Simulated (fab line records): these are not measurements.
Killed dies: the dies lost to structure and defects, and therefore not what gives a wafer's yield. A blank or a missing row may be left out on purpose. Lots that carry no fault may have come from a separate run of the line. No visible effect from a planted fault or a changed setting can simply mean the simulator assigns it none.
fab line records | flow n5-finfet
record: lots: 5 | wafers: 14 | last-day: 16
route steps=1938 shown BEOL_M2@889 BEOL_M4@1111
lots that met no fault: from a run of the same line without faults
start-h: hours from the record's opening day to when the first of the lot's shown wafers began | wait-h: time in hours since the lot's previous step | " repeats the value in the row above | L1.1+2: a single row standing in for several wafers | - no value, or no start given | * or withheld: withheld | < > ~ a bound
route shown NAME@n: NAME is a module with steps in the file, n the number in the route of the first one | usual: mean/standard deviation of fault-free wafers | same: alike in all rows | chamber/n: place in a boat | sites: the reading at each site | _std_site: the standard deviation of these | _edge_site: mean of outer sites minus mean of inner sites | radius-mm: for every site, how far away it sits from the centre of the wafer | mask NAME#n: copy n | behind: the last tool/chamber to shape the wafer | hold: reason for holding the lot/hours on hold/outcome of the hold | device: names the non-switching transistor (n, p or np) | end of line: tests of these same wafers at the route's end | a step given without rows: its recipe and nothing more | killed: dies that structure and defects cost at the first sort, which is not the same as the wafer's yield | map: shows each die of a wafer: x if killed, . if not, _ if none is there
set.NAME: the setting that was run; set.NAME@STEP: the one run at that earlier step | model.NAME: the simulator's own value behind a step, which no gauge read
certain route steps with their lots: each step a table, each wafer a row
services: when a tool's chamber went out of use (start-h, in hours from the record's first day, below 0 if earlier), for how many hours, and the reason
== steps ==
step: N5_BEOL_M2_STRIP_36
recipe: chemistry: N2/H2 | power-w: 450 | temp-c: 40 | pressure-mtorr: 20 | rf-frequency-hz: 6e+07 | overash-fraction: 0.3 | bias-power-w: 7 | h2-frac: 0.5 | n2-flow-sccm: 200 | h2-flow-sccm: 200
usual: drypump-motor-current-A: 5.7/0.4 | oes-product-au: 0.76/0.077 | rf-vpp-V: 59.2/1.5 | showerhead-plenum-p-Torr: 2.53/0.083 | throttle-valve-pct: 23.75/0.18
same: overash-fraction: 0.3
lot.wafer | tool        | chamber | start-h | wait-h | drypump-motor-current-A | oes-product-au | rf-hours-counter-h | rf-vpp-V | showerhead-plenum-p-Torr | throttle-valve-pct
L403.1    | rie-diel-02 | 1       | 137.01  | 0.0    | 5.5                     | 0.73           | 191                | 61.5     | 2.63                     | 23.77
L403.2    | "           | 0       | "       | "      | 5.3                     | 0.91           | 27                 | 62.0     | 2.59                     | 23.93
L403.4    | "           | 1       | "       | "      | 5.5                     | 0.73           | -                  | 59.1     | 2.63                     | 23.77
L412.1    | rie-diel-02 | 1       | 186.25  | 0.0    | 5.6                     | 0.72           | 203                | 57.2     | 2.63                     | 23.80
L412.2    | "           | 2       | "       | "      | 5.0                     | 0.71           | 203                | 58.1     | 2.51                     | 23.66
L412.6    | "           | 3       | "       | "      | 5.8                     | 0.85           | -                  | 60.1     | 2.68                     | 23.69
L421.2    | rie-diel-04 | 2       | 245.80  | 0.0    | 6.4                     | 0.71           | 210                | 57.9     | 2.42                     | 23.55
L421.3    | "           | 3       | "       | "      | 5.7                     | 0.71           | 223                | 59.2     | 2.50                     | 23.93
L421.4    | "           | 1       | "       | "      | 5.4                     | 0.86           | 81                 | 59.0     | 2.56                     | 23.80
L422.1    | rie-diel-04 | 1       | 249.87  | 0.0    | 5.4                     | 0.85           | 82                 | 59.1     | 2.56                     | 23.78
L422.4    | "           | 2       | "       | "      | 6.4                     | 0.71           | 211                | 58.4     | 2.42                     | 23.55
L422.6    | "           | 0       | "       | "      | 6.2                     | 0.76           | -                  | 57.6     | 2.43                     | 23.43
L423.1    | rie-diel-04 | 0       | 259.24  | 0.0    | 6.1                     | 0.76           | 134                | 60.7     | 2.43                     | 23.45
L423.5    | "           | 3       | "       | "      | 5.7                     | 0.71           | -                  | 60.6     | 2.50                     | 23.90
step: N5_BEOL_M2_TRENCH_ETCH_37
recipe: chemistry: C4F6/O2 | target-depth-a: 555.55 | target: SiOC | time-s: 29.2 | ion-energy-ev: 250 | pressure-mtorr: 30 | source-w: 355 | bias-w: 185 | Ar_flow_sccm: 300 | C4F6_flow_sccm: 10 | O2_flow_sccm: 10
step: N5_BEOL_M2_ETCH_41
recipe: chemistry: CH3F/O2 | target: SiCN | target-depth-a: 299 | taper-deg: 2 | time-s: 52.5 | ion-energy-ev: 120 | mask-material: TiN | pressure-mtorr: 30 | source-w: 395 | bias-w: 75 | Ar_flow_sccm: 150 | CH3F_flow_sccm: 30 | O2_flow_sccm: 20
usual: drypump-motor-current-A: 5.7/0.4 | oes-product-au: 0.76/0.076 | rf-vpp-V: 297.3/1.5 | showerhead-plenum-p-Torr: 2.00/0.063 | throttle-valve-pct: 16.50/0.21
lot.wafer | tool        | chamber | start-h | wait-h | drypump-motor-current-A | oes-product-au | rf-hours-counter-h | rf-vpp-V | showerhead-plenum-p-Torr | throttle-valve-pct
L403.1    | rie-diel-02 | 1       | -       | -      | 5.6                     | 0.72           | 191                | 298.8    | 2.08                     | 16.62
L403.2    | "           | 0       | "       | "      | 5.3                     | 0.91           | 27                 | 298.6    | 2.05                     | 16.49
L403.4    | "           | 1       | "       | "      | 5.6                     | 0.71           | -                  | 297.9    | 2.08                     | 16.62
L412.1    | rie-diel-02 | 1       | -       | -      | 5.6                     | 0.71           | 203                | 299.3    | 2.07                     | 16.65
L412.2    | "           | 2       | "       | "      | 5.0                     | 0.71           | 203                | 296.6    | 2.00                     | 16.47
L412.6    | "           | 3       | "       | "      | 5.7                     | 0.85           | -                  | 300.1    | 2.11                     | 16.21
L421.2    | rie-diel-04 | 2       | -       | -      | 6.4                     | 0.71           | 210                | 295.6    | 1.90                     | 16.37
L421.3    | "           | 3       | "       | "      | 5.6                     | 0.71           | 223                | 297.6    | 1.98                     | 16.70
L421.4    | "           | 1       | "       | "      | 5.4                     | 0.86           | 81                 | 298.2    | 2.01                     | 16.31
L422.1    | rie-diel-04 | 1       | -       | -      | 5.4                     | 0.85           | 82                 | 296.7    | 2.01                     | 16.30
L422.4    | "           | 2       | "       | "      | 6.4                     | 0.71           | 211                | 295.0    | 1.90                     | 16.36
L422.6    | "           | 0       | "       | "      | 6.1                     | 0.77           | -                  | 295.9    | 1.94                     | 16.37
L423.1    | rie-diel-04 | 0       | -       | -      | 6.1                     | 0.75           | 134                | 296.1    | 1.93                     | 16.40
L423.5    | "           | 3       | "       | "      | 5.7                     | 0.70           | -                  | 297.0    | 1.98                     | 16.70
step: N5_BEOL_M2_STRIP_97
recipe: chemistry: N2/H2 | time-s: 10 | power-w: 450 | temp-c: 40 | pressure-mtorr: 20 | rf-frequency-hz: 6e+07 | bias-power-w: 7 | n2-flow-sccm: 200 | h2-flow-sccm: 200
step: N5_BEOL_M2_OCD_MEAS_38
usual: trench-depth-nm: 55.5/1
lot.wafer | tool   | chamber | start-h | wait-h | trench-depth-nm
L403.1    | ocd-02 | -       | 137.21  | -      | 54.9
L403.2    | "      | -       | "       | "      | 56.2
L403.4    | "      | -       | "       | "      | 55.7
L412.1    | ocd-02 | -       | 186.45  | -      | 56.0
L412.2    | "      | -       | "       | "      | 54.4
L412.6    | "      | -       | "       | "      | 56.5
L421.2    | ocd-02 | -       | 245.99  | -      | 54.9
L421.3    | "      | -       | "       | "      | 55.6
L421.4    | "      | -       | "       | "      | 57.8
L422.1    | ocd-01 | -       | 250.06  | -      | 57.8
L422.4    | "      | -       | "       | "      | 55.1
L422.6    | "      | -       | "       | "      | 55.1
L423.1    | ocd-01 | -       | 259.43  | -      | 55.5
L423.5    | "      | -       | "       | "      | 54.8
step: N5_BEOL_M2_HM_STRIP_39
recipe: chemistry: peroxide-tin-strip | material: TiN | target-depth-a: 250 | temp-c: 50 | time-s: 158
step: N5_BEOL_M2_SRD_40
recipe: time-s: 30 | temp-c: 23 | rinse-liquid: diw | dry: ipa-marangoni
step: N5_BEOL_M2_PRECLEAN_42
recipe: chemistry: residue-remover | time-s: 60 | temp-c: 40
step: N5_BEOL_M2_SRD_43
recipe: time-s: 30 | temp-c: 23 | rinse-liquid: diw | dry: ipa-marangoni
step: N5_BEOL_M2_CD_MEAS_35
recipe: target-cd-nm: 18 | target-cd-y-nm: 22.2 | polarity: opening
usual: cd-nm: 18.1/0.44
lot.wafer | tool      | chamber | start-h | wait-h | cd-nm
L403.1    | cd-sem-03 | -       | 137.36  | 0.0    | 18.3
L403.2    | "         | -       | "       | "      | 17.8
L403.4    | "         | -       | "       | "      | 18.2
L412.1    | cd-sem-01 | -       | 186.60  | 0.0    | 18.4
L412.2    | "         | -       | "       | "      | 17.8
L412.6    | "         | -       | "       | "      | 18.4
L421.2    | cd-sem-02 | -       | 246.15  | 0.0    | 18.6
L421.3    | "         | -       | "       | "      | 18.0
L421.4    | "         | -       | "       | "      | 18.1
L422.1    | cd-sem-03 | -       | 250.23  | 0.0    | 17.4
L422.4    | "         | -       | "       | "      | 17.9
L422.6    | "         | -       | "       | "      | 17.6
L423.1    | cd-sem-01 | -       | 259.58  | 0.0    | 17.5
L423.5    | "         | -       | "       | "      | 18.3
step: N5_BEOL_M2_DEGAS_44
recipe: ambient: vacuum | temp-c: 250 | time-s: 60
usual: heater-power-w: 335/24
lot.wafer | tool           | chamber | start-h | wait-h | heater-power-w
L403.1    | pvd-sputter-02 | -       | 137.64  | 0.3    | 351
L403.2    | "              | -       | "       | "      | 312
L403.4    | "              | -       | "       | "      | 323
L412.1    | pvd-sputter-02 | -       | 187.30  | 0.7    | 317
L412.2    | "              | -       | "       | "      | 311
L412.6    | "              | -       | "       | "      | 352
L421.2    | pvd-sputter-03 | -       | 246.28  | 0.1    | 342
L421.3    | "              | -       | "       | "      | 371
L421.4    | "              | -       | "       | "      | 310
L422.1    | pvd-sputter-01 | -       | 250.43  | 0.2    | 347
L422.4    | "              | -       | "       | "      | 317
L422.6    | "              | -       | "       | "      | 320
L423.1    | pvd-sputter-01 | -       | 260.00  | 0.4    | 318
L423.5    | "              | -       | "       | "      | 361
step: N5_BEOL_M2_PRE_CLEAN_45
recipe: gas: H2/He | time-s: 30 | temp-c: 250
usual: heater-power-w: 336/23
lot.wafer | tool           | chamber | start-h | wait-h | heater-power-w
L403.1    | pvd-sputter-02 | -       | 137.68  | 0.0    | 355
L403.2    | "              | -       | "       | "      | 308
L403.4    | "              | -       | "       | "      | 325
L412.1    | pvd-sputter-02 | -       | 187.34  | 0.0    | 309
L412.2    | "              | -       | "       | "      | 317
L412.6    | "              | -       | "       | "      | 351
L421.2    | pvd-sputter-03 | -       | 246.32  | 0.0    | 341
L421.3    | "              | -       | "       | "      | 359
L421.4    | "              | -       | "       | "      | 304
L422.1    | pvd-sputter-01 | -       | 250.47  | 0.0    | 356
L422.4    | "              | -       | "       | "      | 327
L422.6    | "              | -       | "       | "      | 327
L423.1    | pvd-sputter-01 | -       | 260.04  | 0.0    | 319
L423.5    | "              | -       | "       | "      | 358
step: N5_BEOL_M2_ALD_84
recipe: material: TaN | target-thk-a: * | temp-c: 275 | ald-precursor-family: PDMAT | ald-co-reactant: NH3 | pressure-torr: 3 | carrier-flow-sccm: 1500 | pulse-time-s: 2 | purge-time-s: 3 | co-reactant-purge-time-s: 2 | co-reactant-pulse-time-s: 3 | ald-cycles: 30 | precursor-vessel-temp-c: 75 | precursor-vessel-pressure-torr: 26.25 | precursor-vessel-carrier-sccm: 1000
usual: ald-cycles: 30/0 | heater-power-w: 428/26
lot.wafer | tool         | chamber | start-h | wait-h | ald-cycles | heater-power-w
L403.1    | ald-metal-04 | 3       | 137.76  | 0.1    | 30         | 367
L403.2    | "            | 2       | "       | "      | 30         | 397
L403.4    | "            | 1       | "       | "      | 30         | 420
L412.1    | ald-metal-03 | 2       | 187.41  | 0.1    | 28         | 407
L412.2    | "            | 1       | "       | "      | 30         | 444
L412.6    | "            | 2       | "       | "      | 28         | 408
L421.2    | ald-metal-01 | 0       | 246.38  | 0.0    | 30         | 425
L421.3    | "            | 3       | "       | "      | 30         | 436
L421.4    | "            | 3       | "       | "      | 30         | 446
L422.1    | ald-metal-01 | 3       | 250.54  | 0.0    | 30         | 447
L422.4    | "            | 3       | "       | "      | 30         | 423
L422.6    | "            | 1       | "       | "      | 30         | 489
L423.1    | ald-metal-03 | 3       | 260.10  | 0.0    | 30         | 396
L423.5    | "            | 0       | "       | "      | 30         | 433
step: N5_BEOL_M2_SURFACE_TREAT_85
recipe: gas: Ar | time-s: * | ion-energy-ev: * | ion-current-ma-cm2: 0.5 | pressure-mtorr: * | ar-flow-sccm: 30
usual: throttle-valve-pct: *
lot.wafer | tool           | chamber | start-h | wait-h | throttle-valve-pct
L403.1    | pvd-sputter-01 | -       | 138.22  | 0.4    | *
L403.2    | "              | -       | "       | "      | *
L403.4    | "              | -       | "       | "      | *
L412.1    | pvd-sputter-02 | -       | 187.68  | 0.2    | *
L412.2    | "              | -       | "       | "      | *
L412.6    | "              | -       | "       | "      | *
L421.2    | pvd-sputter-03 | -       | 246.62  | 0.1    | *
L421.3    | "              | -       | "       | "      | *
L421.4    | "              | -       | "       | "      | *
L422.1    | pvd-sputter-02 | -       | 250.79  | 0.1    | *
L422.4    | "              | -       | "       | "      | *
L422.6    | "              | -       | "       | "      | *
L423.1    | pvd-sputter-01 | -       | 260.34  | 0.1    | *
L423.5    | "              | -       | "       | "      | *
step: N5_BEOL_M4_RC_MEAS_101
usual: DIBL_N: 36.3/1.6 | DIBL_P: 36.2/2.1 | IOFF_N: 0.16/0.031 | IOFF_P: 0.21/0.034 | ION_N: 673/11 | ION_P: 461/7.4 | SS_N: 71.6/0.55 | SS_P: 73.3/0.66 | VT_N: 251/3.2 | VT_P: -251/3.5
lot.wafer | tool      | chamber | start-h | wait-h | DIBL_N[mV/V] | DIBL_P[mV/V] | IOFF_N[nA/um] | IOFF_P[nA/um] | ION_N[uA/um] | ION_P[uA/um] | SS_N[mV/dec] | SS_P[mV/dec] | VT_N[mV] | VT_P[mV]
L403.1    | prober-02 | 0       | 159.67  | 0.0    | 37.8         | 37.9         | 0.16          | 0.25          | 672          | 463          | 71.5         | 74.0         | 252      | -251
L403.2    | "         | 0       | "       | "      | 36.7         | 35.6         | 0.15          | 0.21          | 667          | 468          | 71.0         | 73.7         | 249      | -251
L403.4    | "         | 0       | "       | "      | 35.6         | 34.9         | 0.13          | 0.19          | 676          | 465          | 71.4         | 73.2         | 252      | -254
L412.1    | prober-01 | 0       | 210.89  | 0.0    | 32.9         | 32.4         | 0.12          | 0.15          | 676          | 463          | 71.4         | 72.2         | 254      | -253
L412.2    | "         | 0       | "       | "      | 35.5         | 35.3         | 0.14          | 0.19          | 675          | 462          | 71.1         | 73.2         | 255      | -251
L412.6    | "         | 0       | "       | "      | 33.6         | 33.7         | 0.13          | 0.16          | 681          | 463          | 71.8         | 73.3         | 253      | -254
L421.2    | prober-01 | 0       | 269.09  | 0.2    | 38.2         | 39.2         | 0.19          | 0.24          | 690          | 466          | 72.3         | 75.1         | 248      | -252
L421.3    | "         | 0       | "       | "      | 36.2         | 36.6         | 0.15          | 0.20          | 673          | 456          | 72.1         | 73.4         | 249      | -250
L421.4    | "         | 0       | "       | "      | 36.3         | 36.1         | 0.14          | 0.19          | 660          | 457          | 72.2         | 73.7         | 254      | -251
L422.1    | prober-01 | 0       | 273.34  | 0.0    | 34.2         | 33.8         | 0.11          | 0.13          | 659          | 445          | 72.0         | 72.5         | 257      | -261
L422.4    | "         | 0       | "       | "      | 35.8         | 36.2         | 0.14          | 0.16          | 682          | 460          | 71.4         | 73.6         | 254      | -259
L422.6    | "         | 0       | "       | "      | 33.2         | 32.8         | 0.10          | 0.13          | 645          | 445          | 71.3         | 72.1         | 255      | -258
L423.1    | prober-01 | 0       | 280.98  | 0.0    | 37.6         | 36.2         | 0.15          | 0.19          | 664          | 454          | 72.1         | 73.3         | 252      | -252
L423.5    | "         | 0       | "       | "      | 36.0         | 35.4         | 0.13          | 0.19          | 661          | 454          | 72.1         | 73.5         | 254      | -254
== services ==
tool           | chamber | start-h | hours | kind
pvd-sputter-03 | -       | 116.95  | 1.2   | repair
ald-metal-04   | 2       | 138.76  | 13.6  | repair
ald-metal-04   | -       | 144.26  | 2.8   | pm
ald-metal-04   | 3       | 148.09  | 3.3   | repair
rie-diel-02    | 1       | 162.23  | 15.8  | repair
ald-metal-01   | -       | 179.35  | 1.5   | repair
rie-diel-02    | -       | 192.75  | 0.2   | repair
ald-metal-03   | 2       | 196.11  | 14.1  | repair
rie-diel-04    | 0       | 208.52  | 8.1   | repair
ald-metal-01   | -       | 212.20  | 1.2   | pm
ald-metal-01   | 2       | 218.57  | 58.5  | repair
== key ==
first-sign: step: N5_BEOL_M2_ALD_84 | reading: ald-cycles | direction: down | sigmas: 99+ | usual: * | struck: *
effect none on later readings
met-at N5_BEOL_M2_ALD_84
struck-wafers L412.1,L412.6
fault: kind: process-parameter-drift | tool: ald-metal-03 | chamber: - | onset-h: 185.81 | steps: N5_BEOL_M2_ALD_84 | channel: ald-cycles | offset: * | shape: step | end-h: 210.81 | scope: struck-wafers-only | acts-in: * | stated: *
